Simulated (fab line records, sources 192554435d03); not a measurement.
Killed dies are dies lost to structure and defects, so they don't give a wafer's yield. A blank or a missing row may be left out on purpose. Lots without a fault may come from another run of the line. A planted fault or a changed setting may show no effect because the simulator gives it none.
Chamber matching | flow n5_finfet | N5_BEOL_M5_ETCH_62 on rie_diel-06: 4 sister chambers
The step etches SOC in N2/H2, target depth 75 nm, overetch 15 nm, time 112.5 s. 7 wafers are shown with their chamber, then 9 later ones without.

WAFERS WITH THEIR CHAMBER
wafer  | chamber | showerhead_plenum_p_Torr (Torr) | drypump_motor_current_A (A)
L075.6 | 1       | 2.53                            | 6.5
L081.6 | 3       | 2.62                            | 5.7
L085.4 | 2       | 2.63                            | 5.6
L085.5 | 0       | 2.45                            | 5.2
L087.1 | 2       | 2.62                            | 5.6
L087.5 | 0       | 2.45                            | 5.2
L087.6 | 3       | 2.62                            | 5.6

WAFERS WITHOUT THEIR CHAMBER
wafer  | showerhead_plenum_p_Torr (Torr) | drypump_motor_current_A (A)
L092.4 | 2.52                            | 6.5
L092.5 | 2.62                            | 5.7
L092.6 | 2.52                            | 6.6
L095.1 | 2.61                            | 5.6
L095.3 | 2.52                            | 6.6
L095.5 | 2.52                            | 6.5
L097.1 | 2.62                            | 5.6
L097.3 | 2.61                            | 5.7
L097.5 | 2.61                            | 5.7

WHICH CHAMBER EACH WENT THROUGH
wafer  | from the rows above     | in truth
L092.4 | 1                       | 1
L092.5 | can't be placed: 3 or 2 | 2
L092.6 | 1                       | 1
L095.1 | can't be placed: 3 or 2 | 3
L095.3 | 1                       | 1
L095.5 | 1                       | 1
L097.1 | can't be placed: 2 or 3 | 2
L097.3 | can't be placed: 3 or 2 | 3
L097.5 | can't be placed: 3 or 2 | 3
Placed correctly: 4 of 9. Can't be placed from these rows: 5 (the true chamber is among the candidates in 5). Placed wrongly: 0.
How it was worked out, from the rows above alone: a wafer's distance from a chamber is the root of the sum, over the readings, of the square of ((its reading less the chamber's mean) divided by the reading's scatter). The wafer belongs to the nearest chamber; if the next one is less than 2 further off, it can't be placed. A chamber's mean is the mean of its shown wafers. The scatter: the root of (the sum of the squares of (reading less its chamber's mean) over the shown wafers, divided by (wafers less chambers)).
